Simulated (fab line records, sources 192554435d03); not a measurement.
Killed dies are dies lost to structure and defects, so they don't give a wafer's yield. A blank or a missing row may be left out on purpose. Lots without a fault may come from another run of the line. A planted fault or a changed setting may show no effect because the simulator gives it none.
Chamber matching | flow n5_finfet | N5_BEOL_M0_CUTY_ETCH_63 on rie_diel-06: 4 sister chambers
The step etches SOC in N2/H2, target depth 82.7 nm, overetch 16.5 nm, time 124 s. 4 wafers are shown with their chamber, then 9 later ones without.

WAFERS WITH THEIR CHAMBER
wafer  | chamber | drypump_motor_current_A (A)
L082.4 | 0       | 6.7
L087.5 | 1       | 6.0
L090.4 | 3       | 6.5
L090.6 | 2       | 5.5

WAFERS WITHOUT THEIR CHAMBER
wafer  | drypump_motor_current_A (A)
L091.1 | 5.5
L091.5 | 6.0
L091.6 | 5.5
L094.2 | 5.4
L094.4 | 6.7
L094.5 | 5.5
L095.3 | 6.7
L095.5 | 6.5
L095.6 | 5.4

WHICH CHAMBER EACH WENT THROUGH
wafer  | from the rows above | in truth
L091.1 | 2                   | 2
L091.5 | 1                   | 1
L091.6 | 2                   | 2
L094.2 | 2                   | 2
L094.4 | 0                   | 0
L094.5 | 2                   | 2
L095.3 | 0                   | 0
L095.5 | 3                   | 3
L095.6 | 2                   | 2
Placed correctly: 9 of 9. Can't be placed from these rows: 0. Placed wrongly: 0.
How it was worked out, from the rows above alone: a wafer's distance from a chamber is the root of the sum, over the readings, of the square of ((its reading less the chamber's mean) divided by the reading's scatter). The wafer belongs to the nearest chamber; if the next one is less than 2 further off, it can't be placed. A chamber's mean is the mean of its shown wafers. The scatter: with one shown wafer a chamber, the root of the mean of the squares of how far each hidden wafer lies from its nearest shown one.
